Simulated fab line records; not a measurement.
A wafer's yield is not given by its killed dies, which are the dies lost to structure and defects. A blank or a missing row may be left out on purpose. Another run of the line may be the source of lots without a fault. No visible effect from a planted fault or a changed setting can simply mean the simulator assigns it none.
Commonality check across tools / flow nand-harc / 30 wafers sampled across 10 lots

== WHY IT WAS OPENED ==
Flagged at NHARC_END_SORT_01: reading killed-at-array, on 2 of 10 lots. No-fault wafers: 59, standard deviation 19.
Rule: flag the lot when none of its wafers has a number, or when each of its wafers that has one lies beyond 4 standard deviations from that mean. The rest of the lots are taken to be sound.

lot=L461; measured=day 25 01:04; on=prober-01; killed-at-array, wafer by wafer=29 31 35; flag=
lot=L462; measured=day 25 20:01; on=prober-02; killed-at-array, wafer by wafer=64 74 62; flag=
lot=L465; measured=day 26 05:54; on=prober-02; killed-at-array, wafer by wafer=674 675 675; flag=FLAGGED
lot=L464; measured=day 26 17:01; on=prober-01; killed-at-array, wafer by wafer=670 675 668; flag=FLAGGED
lot=L474; measured=day 30 05:54; on=prober-01; killed-at-array, wafer by wafer=68 75 69; flag=
lot=L473; measured=day 30 11:58; on=prober-02; killed-at-array, wafer by wafer=41 39 32; flag=
lot=L476; measured=day 31 08:21; on=prober-01; killed-at-array, wafer by wafer=77 72 71; flag=
lot=L477; measured=day 32 18:33; on=prober-01; killed-at-array, wafer by wafer=56 73 73; flag=
lot=L481; measured=day 33 04:46; on=prober-02; killed-at-array, wafer by wafer=40 51 52; flag=
lot=L480; measured=day 33 06:34; on=prober-01; killed-at-array, wafer by wafer=51 63 60; flag=
The numbers of the flagged lots are 673 on average: +614 against the usual, or +32 standard deviations.

== LOT BY LOT: THE TOOL USED ==
The record holds 4 process steps before the reading, out of a route of 1302 steps. Read each cell as the tool, then ch plus the chambers that the sampled wafers visited, then the start.
lot=L461; flag=; NHARC_A_CONTACT_DEP_28=acl-dep-03 ch 0, day 21 23:38; NHARC_A_BONDPAD_PRE_CLEAN_26=pvd-sputter-03, day 23 21:43 or earlier; NHARC_HYBRID_BOND_ACTIVATE_00=rie-diel-02 ch 1,2,3, day 23 21:43; NHARC_THIN_TSV_STRIP_62=plasma-asher-02 ch 0,1, day 24 12:38
lot=L462; flag=; NHARC_A_CONTACT_DEP_28=acl-dep-03 ch 0, day 22 15:28; NHARC_A_BONDPAD_PRE_CLEAN_26=pvd-sputter-01, day 24 17:01 or earlier; NHARC_HYBRID_BOND_ACTIVATE_00=rie-diel-10 ch 0,1,2, day 24 17:01; NHARC_THIN_TSV_STRIP_62=plasma-asher-01 ch 0,1, day 25 07:36
lot=L465; flag=FLAGGED; NHARC_A_CONTACT_DEP_28=acl-dep-03 ch 0, day 23 06:57; NHARC_A_BONDPAD_PRE_CLEAN_26=no row; NHARC_HYBRID_BOND_ACTIVATE_00=no row; NHARC_THIN_TSV_STRIP_62=no row
lot=L464; flag=FLAGGED; NHARC_A_CONTACT_DEP_28=acl-dep-03 ch 0, day 23 11:59; NHARC_A_BONDPAD_PRE_CLEAN_26=no row; NHARC_HYBRID_BOND_ACTIVATE_00=no row; NHARC_THIN_TSV_STRIP_62=no row
lot=L474; flag=; NHARC_A_CONTACT_DEP_28=acl-dep-03 ch 0, day 27 04:49; NHARC_A_BONDPAD_PRE_CLEAN_26=pvd-sputter-03, day 29 01:37 or earlier; NHARC_HYBRID_BOND_ACTIVATE_00=rie-diel-10 ch 0,1,2, day 29 01:37; NHARC_THIN_TSV_STRIP_62=plasma-asher-01 ch 0,1, day 29 16:59
lot=L473; flag=; NHARC_A_CONTACT_DEP_28=acl-dep-02 ch 0, day 27 03:59; NHARC_A_BONDPAD_PRE_CLEAN_26=pvd-sputter-02, day 29 01:22 or earlier; NHARC_HYBRID_BOND_ACTIVATE_00=rie-diel-10 ch 0,1,2, day 29 01:22; NHARC_THIN_TSV_STRIP_62=plasma-asher-01 ch 0,1, day 29 15:53
lot=L476; flag=; NHARC_A_CONTACT_DEP_28=acl-dep-01 ch 0, day 28 02:58; NHARC_A_BONDPAD_PRE_CLEAN_26=pvd-sputter-02, day 30 04:13 or earlier; NHARC_HYBRID_BOND_ACTIVATE_00=rie-diel-10 ch 0,3, day 30 04:13; NHARC_THIN_TSV_STRIP_62=plasma-asher-01 ch 0,1, day 30 19:07
lot=L477; flag=; NHARC_A_CONTACT_DEP_28=acl-dep-02 ch 0, day 29 06:51; NHARC_A_BONDPAD_PRE_CLEAN_26=pvd-sputter-02, day 31 06:30 or earlier; NHARC_HYBRID_BOND_ACTIVATE_00=rie-diel-02 ch 1,2,3, day 31 06:30; NHARC_THIN_TSV_STRIP_62=plasma-asher-01 ch 0,1, day 32 05:10
lot=L481; flag=; NHARC_A_CONTACT_DEP_28=acl-dep-03 ch 0, day 30 01:38; NHARC_A_BONDPAD_PRE_CLEAN_26=pvd-sputter-02, day 32 01:03 or earlier; NHARC_HYBRID_BOND_ACTIVATE_00=rie-diel-10 ch 0,1,3, day 32 01:03; NHARC_THIN_TSV_STRIP_62=plasma-asher-02 ch 0,1, day 32 15:40
lot=L480; flag=; NHARC_A_CONTACT_DEP_28=acl-dep-01 ch 0, day 30 03:50; NHARC_A_BONDPAD_PRE_CLEAN_26=pvd-sputter-01, day 32 03:11 or earlier; NHARC_HYBRID_BOND_ACTIVATE_00=rie-diel-10 ch 1,2, day 32 03:11; NHARC_THIN_TSV_STRIP_62=plasma-asher-01 ch 0,1, day 32 17:03
What is done by these steps:
- NHARC_A_CONTACT_DEP_28: deposits aC, target thk 7000 nm.
- NHARC_A_BONDPAD_PRE_CLEAN_26: time 30 s.
- NHARC_HYBRID_BOND_ACTIVATE_00: chemistry N2, time 60 s.
- NHARC_THIN_TSV_STRIP_62: strips in N2/H2, time 20 s.
- NHARC_END_SORT_01

== FLAGGED AGAINST TOTAL, ONE TOOL AT A TIME (gauges that did the reading follow at the end) ==
step=NHARC_A_CONTACT_DEP_28; tool=acl-dep-01; lots run=2; flagged=0; share of the flagged lots=none; sound lots run after its first flagged lot=-
step=NHARC_A_CONTACT_DEP_28; tool=acl-dep-02; lots run=2; flagged=0; share of the flagged lots=none; sound lots run after its first flagged lot=-
step=NHARC_A_CONTACT_DEP_28; tool=acl-dep-03; lots run=6; flagged=2; share of the flagged lots=all; sound lots run after its first flagged lot=2 (L474,L481)
step=NHARC_A_BONDPAD_PRE_CLEAN_26; tool=pvd-sputter-01; lots run=2; flagged=0; share of the flagged lots=none; sound lots run after its first flagged lot=-
step=NHARC_A_BONDPAD_PRE_CLEAN_26; tool=pvd-sputter-02; lots run=4; flagged=0; share of the flagged lots=none; sound lots run after its first flagged lot=-
step=NHARC_A_BONDPAD_PRE_CLEAN_26; tool=pvd-sputter-03; lots run=2; flagged=0; share of the flagged lots=none; sound lots run after its first flagged lot=-
step=NHARC_HYBRID_BOND_ACTIVATE_00; tool=rie-diel-02; lots run=2; flagged=0; share of the flagged lots=none; sound lots run after its first flagged lot=-
step=NHARC_HYBRID_BOND_ACTIVATE_00; tool=rie-diel-10; lots run=6; flagged=0; share of the flagged lots=none; sound lots run after its first flagged lot=-
step=NHARC_THIN_TSV_STRIP_62; tool=plasma-asher-01; lots run=6; flagged=0; share of the flagged lots=none; sound lots run after its first flagged lot=-
step=NHARC_THIN_TSV_STRIP_62; tool=plasma-asher-02; lots run=2; flagged=0; share of the flagged lots=none; sound lots run after its first flagged lot=-
step=NHARC_END_SORT_01; tool=prober-01; lots run=6; flagged=1; share of the flagged lots=some; sound lots run after its first flagged lot=4 (L474,L476,L477,L480)
step=NHARC_END_SORT_01; tool=prober-02; lots run=4; flagged=1; share of the flagged lots=some; sound lots run after its first flagged lot=2 (L473,L481)
NHARC_A_BONDPAD_PRE_CLEAN_26 gives no start for some lots, so the hours and the order of its lots are those of NHARC_HYBRID_BOND_ACTIVATE_00.

== WHAT THE TABLE ALLOWS ==
All flagged lots share 1 row of the table, namely acl-dep-03 at NHARC_A_CONTACT_DEP_28.
- acl-dep-03 at NHARC_A_CONTACT_DEP_28 ran 6 lots, 2 of them flagged. After the first flagged lot (L474, L481), sound lots still ran on it; a lasting fault on the whole tool would not permit that.
There is no row in the table that ran each flagged lot and no sound lot after the first.

== WHAT THE SIMULATOR PUT IN ==
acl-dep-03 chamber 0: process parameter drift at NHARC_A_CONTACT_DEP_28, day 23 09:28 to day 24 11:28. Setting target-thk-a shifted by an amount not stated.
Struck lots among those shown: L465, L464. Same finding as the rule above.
